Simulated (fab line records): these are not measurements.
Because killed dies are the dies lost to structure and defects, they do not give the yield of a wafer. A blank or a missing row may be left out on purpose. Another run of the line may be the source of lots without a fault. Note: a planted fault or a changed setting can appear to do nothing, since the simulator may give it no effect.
Which tool did it?	flow n5Finfet	24 lots, 72 wafers sampled, at 6 steps of a route of 1938

## WHAT THE GAUGES READ, wafer by wafer
N5_MOL_CONTACT_COAG_INSPECT_97: inspects for defects (darkfield). Usual: rawDefectCount reads 46 (standard deviation 18).
lot	measured	on	rawDefectCount	flag
L074	day 5 14:58	defectInspect-02	56 40 64	
L075	day 5 18:43	defectInspect-02	65 31 40	
L076	day 5 23:10	defectInspect-01	44 69 24	
L077	day 6 08:35	defectInspect-02	30 32 40	
L078	day 6 12:46	defectInspect-02	33 32 34	
L079	day 6 16:47	defectInspect-02	49 93 39	
L080	day 6 19:47	defectInspect-01	38 21 59	
L081	day 7 05:04	defectInspect-01	45 70 30	
L082	day 7 11:26	defectInspect-01	47 25 24	
L083	day 7 19:07	defectInspect-01	31 30 24	
L084	day 7 22:07	defectInspect-02	68 46 40	
L085	day 8 11:13	defectInspect-01	31 71 25	
L086	day 8 14:11	defectInspect-02	52 32 52	
L087	day 8 18:35	defectInspect-02	46 23 70	
L088	day 9 00:24	defectInspect-02	36 45 34	
L089	day 9 03:25	defectInspect-02	65 83 32	
L090	day 9 09:28	defectInspect-02	33 32 17	
L091	day 9 12:29	defectInspect-02	58 87 29	
L092	day 10 03:25	defectInspect-02	52 37 42	
L093	day 10 06:23	defectInspect-01	72 51 52	
L094	day 10 09:25	defectInspect-02	43 67 59	
L095	day 10 22:23	defectInspect-01	47 47 44	
L096	day 11 01:50	defectInspect-02	42 57 73	
L097	day 11 04:50	defectInspect-02	33 35 32	

N5_BEOL_M0_SAQP_CD_MEAS_29: the cd target is 14.4 nm. Usual: cdNm reads 14.96 nm (standard deviation 0.26).
lot	measured	on	cdNm (nm)	flag
L074	day 5 21:47	cdSem-02	15.14 15.06 15.30	
L075	day 6 02:13	cdSem-03	14.85 14.64 14.91	
L076	day 6 04:07	cdSem-01	15.12 15.20 14.98	
L077	day 6 13:35	cdSem-02	15.49 14.88 15.15	
L078	day 6 19:02	cdSem-03	14.87 14.80 14.64	
L079	day 6 22:16	cdSem-02	15.21 15.02 15.08	
L080	day 7 03:31	cdSem-02	15.24 14.91 14.93	
L081	day 7 09:56	cdSem-03	15.54 14.68 15.03	
L082	day 7 17:40	cdSem-03	14.81 15.19 14.85	
L083	day 8 01:49	cdSem-02	14.57 14.51 15.04	
L084	day 8 04:20	cdSem-02	14.73 14.77 15.13	
L085	day 8 18:28	cdSem-02	14.45 15.59 15.49	
L086	day 8 21:31	cdSem-02	14.88 14.82 14.74	
L087	day 9 02:59	cdSem-03	15.05 15.00 14.92	
L088	day 9 05:08	cdSem-01	15.39 15.19 15.19	
L089	day 9 11:08	cdSem-02	14.75 15.25 14.55	
L090	day 9 16:59	cdSem-01	14.59 14.27 14.54	
L091	day 9 20:13	cdSem-03	14.95 14.73 14.72	
L092	day 10 10:04	cdSem-02	14.61 14.79 14.66	
L093	day 10 12:25	cdSem-01	15.00 14.92 15.00	
L094	day 10 15:00	cdSem-02	14.85 15.08 14.81	
L095	day 11 04:23	cdSem-01	15.23 15.02 15.10	
L096	day 11 09:58	cdSem-03	15.04 14.50 15.22	
L097	day 11 10:47	cdSem-03	15.12 15.16 14.89	

## WHAT TOOL EACH LOT RAN ON (gives the tool, then ch and the chambers of the sampled wafers, and finally the start)
lot	N5_MOL_CONTACT_COAG_SPUTTER_130	N5_MOL_CONTACT_COAG_ALD_131	N5_MOL_CONTACT_COAG_DESCUM_45	N5_BEOL_M0_SAQP_MANDREL_ETCH_20
L074	pvdSputter-03, day 5 04:56	aldSin-03 ch 0,3, day 5 09:00	rieDiel-02 ch 2,3, day 5 10:17	rieSi-01 ch 0,1, day 5 18:36
L075	pvdSputter-03, day 5 08:41	aldSin-03 ch 1,2,3, day 5 12:48	rieDiel-02 ch 1,2, day 5 13:58	rieSi-01 ch 0,1, day 5 22:59
L076	pvdSputter-03, day 5 13:10	aldSin-04 ch 2,3, day 5 17:26	rieDiel-02 ch 0,3, day 5 18:32	rieSi-06 ch 0,1, day 6 01:05
L077	pvdSputter-01, day 5 21:55	aldSin-03 ch 0,2,3, day 6 02:13	rieDiel-04 ch 0,1, day 6 03:54	rieSi-04 ch 0,1,3, day 6 10:29
L078	pvdSputter-01, day 6 02:35	aldSin-03 ch 0,1,3, day 6 06:40	rieDiel-04 ch 1,2, day 6 08:05	rieSi-01 ch 0,1,3, day 6 15:58
L079	pvdSputter-03, day 6 06:29	aldSin-01 ch 1,2,3, day 6 10:40	rieDiel-05 ch 0,3, day 6 11:50	rieSi-04 ch 0,2,3, day 6 18:52
L080	pvdSputter-02, day 6 09:31	aldSin-01 ch 0,1,3, day 6 13:40	rieDiel-04 ch 0,1,2, day 6 14:54	rieSi-04 ch 1,2,3, day 6 22:47
L081	pvdSputter-01, day 6 17:56	aldSin-04 ch 0,1, day 6 22:50	rieDiel-04 ch 1,2, day 6 23:56	rieSi-06 ch 1,2, day 7 06:47
L082	pvdSputter-02, day 7 00:13	aldSin-04 ch 0,2,3, day 7 05:07	rieDiel-02 ch 0,3, day 7 06:46	rieSi-04 ch 1,3, day 7 14:07
L083	pvdSputter-01, day 7 08:41	aldSin-04 ch 0,2, day 7 13:08	rieDiel-05 ch 1,3, day 7 14:29	rieSi-06 ch 0,2,3, day 7 21:17
L084	pvdSputter-01, day 7 08:57	aldSin-04 ch 1,2,3, day 7 13:41	rieDiel-02 ch 0,1, day 7 15:04	rieSi-04 ch 0,2, day 8 01:17
L085	pvdSputter-03, day 8 00:15	aldSin-04 ch 0,1,2, day 8 04:47	rieDiel-02 ch 0,1,2, day 8 06:33	rieSi-01 ch 0,2,3, day 8 13:11
L086	pvdSputter-01, day 8 03:15	aldSin-03 ch 1,2,3, day 8 07:17	rieDiel-05 ch 2,3, day 8 08:35	rieSi-01 ch 0,1,2, day 8 18:20
L087	pvdSputter-02, day 8 07:58	aldSin-03 ch 0,1,3, day 8 12:23	rieDiel-02 ch 0,1,2, day 8 13:38	rieSi-04 ch 0,1,2, day 8 23:56
L088	pvdSputter-02, day 8 11:09	aldSin-03 ch 0,1,3, day 8 18:14	rieDiel-04 ch 0,2,3, day 8 19:35	rieSi-01 ch 1,2,3, day 9 01:53
L089	pvdSputter-02, day 8 14:50	aldSin-01 ch 0,1,2, day 8 20:31	rieDiel-02 ch 0,1,2, day 8 21:38	rieSi-06 ch 1,2,3, day 9 06:35
L090	pvdSputter-02, day 8 23:07	aldSin-04 ch 2,3, day 9 03:29	rieDiel-05 ch 0,1,3, day 9 04:44	rieSi-01 ch 1,3, day 9 11:26
L091	pvdSputter-02, day 9 01:52	aldSin-01 ch 1,3, day 9 06:22	rieDiel-02 ch 0,2, day 9 07:37	rieSi-04 ch 0,1,3, day 9 16:05
L092	pvdSputter-03, day 9 14:57	aldSin-04 ch 0,2,3, day 9 20:10	rieDiel-04 ch 0,2,3, day 9 21:37	rieSi-04 ch 1,2,3, day 10 06:53
L093	pvdSputter-02, day 9 18:44	aldSin-03 ch 0,1,2, day 9 22:47	rieDiel-05 ch 0,1,3, day 10 00:11	rieSi-01 ch 0,1,2, day 10 09:05
L094	pvdSputter-03, day 9 23:24	aldSin-03 ch 0,1,2, day 10 03:26	rieDiel-02 ch 0,1,3, day 10 04:41	rieSi-06 ch 0,1,2, day 10 11:02
L095	pvdSputter-01, day 10 10:24	aldSin-01 ch 0,2,3, day 10 16:10	rieDiel-05 ch 1,2, day 10 17:35	rieSi-06 ch 1,2, day 11 00:44
L096	pvdSputter-01, day 10 14:46	aldSin-04 ch 0,1,3, day 10 19:19	rieDiel-02 ch 0,1,3, day 10 21:08	rieSi-06 ch 1,2,3, day 11 06:49
L097	pvdSputter-01, day 10 15:17	aldSin-04 ch 0,1,3, day 10 20:08	rieDiel-02 ch 1,2,3, day 10 21:32	rieSi-04 ch 0,1,3, day 11 07:41
- N5_MOL_CONTACT_COAG_SPUTTER_130: material Co, target thk 47.5 nm.
- N5_MOL_CONTACT_COAG_ALD_131: deposits SiO2, target thk 5 nm, pulse time 1 s, co reactant pulse time 1 s.
- N5_MOL_CONTACT_COAG_DESCUM_45: chemistry O2, time 7 s.
- N5_BEOL_M0_SAQP_MANDREL_ETCH_20: etches a-Si in HBr/Cl2, stops on SiNx, target depth 60 nm, bt time 10 s, time 30 s.

## AS READ BY THE TOOLS THEMSELVES (means over the sampled wafers that have a number; for cases with no such wafer, the mark the record gives instead)
N5_MOL_CONTACT_COAG_SPUTTER_130. Usual: throttleValvePct reads 30.1 % (standard deviation 1.3).
lot	tool	throttleValvePct (%)	flag
L074	pvdSputter-03	31.1	
L075	pvdSputter-03	31.3	
L076	pvdSputter-03	31.2	
L077	pvdSputter-01	29.3	
L078	pvdSputter-01	29.4	
L079	pvdSputter-03	31.3	
L080	pvdSputter-02	30.0	
L081	pvdSputter-01	28.9	
L082	pvdSputter-02	30.6	
L083	pvdSputter-01	29.4	
L084	pvdSputter-01	27.7	
L085	pvdSputter-03	31.0	
L086	pvdSputter-01	29.2	
L087	pvdSputter-02	30.1	
L088	pvdSputter-02	30.6	
L089	pvdSputter-02	30.7	
L090	pvdSputter-02	30.1	
L091	pvdSputter-02	30.7	
L092	pvdSputter-03	31.5	
L093	pvdSputter-02	30.8	
L094	pvdSputter-03	31.3	
L095	pvdSputter-01	27.6	
L096	pvdSputter-01	29.6	
L097	pvdSputter-01	29.5	

N5_MOL_CONTACT_COAG_ALD_131. Usual: chamberPressureTorr 2.001 Torr, standard deviation 0.0044; heaterPowerW 79 W, standard deviation 7.3; precursorPulseHeightRel 1.002, standard deviation 0.019.
lot	tool	chamberPressureTorr (Torr)	heaterPowerW (W)	precursorPulseHeightRel	flag
L074	aldSin-03	1.999	85	1.014	
L075	aldSin-03	1.999	80	1.022	
L076	aldSin-04	2.003	75	1.006	
L077	aldSin-03	2.001	83	0.970	
L078	aldSin-03	1.998	78	0.996	
L079	aldSin-01	2.000	80	0.999	
L080	aldSin-01	2.006	82	1.013	
L081	aldSin-04	1.999	75	0.986	
L082	aldSin-04	2.001	78	1.010	
L083	aldSin-04	2.004	75	0.987	
L084	aldSin-04	2.003	77	1.019	
L085	aldSin-04	2.005	75	0.981	
L086	aldSin-03	1.999	79	1.008	
L087	aldSin-03	1.998	79	1.003	
L088	aldSin-03	2.002	81	1.002	
L089	aldSin-01	1.997	88	0.997	
L090	aldSin-04	1.995	76	1.011	
L091	aldSin-01	1.999	78	0.994	
L092	aldSin-04	2.001	77	0.992	
L093	aldSin-03	1.998	76	0.987	
L094	aldSin-03	1.998	77	1.000	
L095	aldSin-01	2.002	84	1.006	
L096	aldSin-04	1.997	77	1.021	
L097	aldSin-04	1.999	77	1.005	

N5_MOL_CONTACT_COAG_DESCUM_45. Usual: drypumpMotorCurrentA 5.8 A, standard deviation 0.42; oesProductAu 0.77 a.u., standard deviation 0.11; rfVppV 243.0 V, standard deviation 1.5; showerheadPlenumPTorr 2.08 Torr, standard deviation 0.088; throttleValvePct 20.35 %, standard deviation 0.17.
lot	tool	drypumpMotorCurrentA (A)	oesProductAu (a.u.)	rfVppV (V)	showerheadPlenumPTorr (Torr)	throttleValvePct (%)	flag
L074	rieDiel-02	6.2	0.71	243.6	2.07	20.30	
L075	rieDiel-02	5.8	0.69	242.8	2.14	20.64	
L076	rieDiel-02	6.4	0.70	242.2	2.06	20.26	
L077	rieDiel-04	5.5	0.85	245.3	2.22	20.38	
L078	rieDiel-04	5.4	0.70	244.1	2.14	20.36	
L079	rieDiel-05	5.3	0.78	243.3	2.11	20.26	
L080	rieDiel-04	5.5	0.76	243.6	2.16	20.41	
L081	rieDiel-04	5.4	0.69	244.0	2.13	20.37	
L082	rieDiel-02	6.2	0.68	242.4	2.03	20.32	
L083	rieDiel-05	5.7	0.88	243.1	2.07	20.32	
L084	rieDiel-02	6.0	0.78	242.0	2.07	20.36	
L085	rieDiel-02	5.9	0.77	243.0	2.08	20.41	
L086	rieDiel-05	5.5	0.80	241.4	1.94	20.26	
L087	rieDiel-02	5.9	0.76	243.0	2.08	20.42	
L088	rieDiel-04	5.7	0.83	243.6	2.10	20.33	
L089	rieDiel-02	5.9	0.76	242.7	2.08	20.42	
L090	rieDiel-05	5.6	0.87	243.8	2.11	20.20	
L091	rieDiel-02	5.8	0.68	241.6	2.03	20.52	
L092	rieDiel-04	5.7	0.81	243.4	2.10	20.35	
L093	rieDiel-05	5.6	0.86	243.1	2.10	20.21	
L094	rieDiel-02	6.2	0.75	242.8	2.08	20.34	
L095	rieDiel-05	5.7	0.73	241.5	1.99	20.35	
L096	rieDiel-02	6.2	0.74	243.4	2.08	20.34	
L097	rieDiel-02	6.0	0.84	242.6	2.09	20.24	

N5_BEOL_M0_SAQP_MANDREL_ETCH_20. Usual: drypumpMotorCurrentA 5.7 A, standard deviation 0.47; oesProductAu 0.767 a.u., standard deviation 0.014; throttleValvePct 35.6 %, standard deviation 0.35.
lot	tool	drypumpMotorCurrentA (A)	oesProductAu (a.u.)	throttleValvePct (%)	flag
L074	rieSi-01	5.1	0.766	35.3	
L075	rieSi-01	5.1	0.776	35.3	
L076	rieSi-06	6.2	0.770	35.9	
L077	rieSi-04	5.5	0.751	35.5	
L078	rieSi-01	5.3	0.781	35.4	
L079	rieSi-04	5.9	0.777	35.8	
L080	rieSi-04	5.9	0.760	35.6	
L081	rieSi-06	6.0	0.778	36.0	
L082	rieSi-04	5.6	0.764	35.4	
L083	rieSi-06	5.8	0.769	35.6	
L084	rieSi-04	6.2	0.780	35.9	
L085	rieSi-01	5.5	0.764	35.5	
L086	rieSi-01	5.3	0.766	35.2	
L087	rieSi-04	5.8	0.763	35.6	
L088	rieSi-01	5.6	0.752	35.4	
L089	rieSi-06	5.9	0.772	35.9	
L090	rieSi-01	5.6	0.764	35.6	
L091	rieSi-04	5.6	0.756	35.5	
L092	rieSi-04	5.9	0.756	35.7	
L093	rieSi-01	5.3	0.762	35.3	
L094	rieSi-06	5.8	0.768	35.7	
L095	rieSi-06	5.6	0.782	35.8	
L096	rieSi-06	5.9	0.779	35.9	
L097	rieSi-04	5.5	0.762	35.4	

## THE ANSWER, worked out from the rows above alone
Rule: lot off if the mean of its wafers having a number is beyond 3 standard deviations from the usual mean. Also off: a lot with no number at a reading for which 4 or more lots have one. Any other lot the step has rows for is counted as sound. After the gauges, taken in route order, come the tools' own readings; for these a lot's mean is taken, as printed above. The first step at which some lot is off is used, and at that step the reading that is off furthest; a lot without a number counts as furthest.
None of the lots is off at any reading shown; this tells nothing.

## WHAT WAS PUT IN BY THE SIMULATOR
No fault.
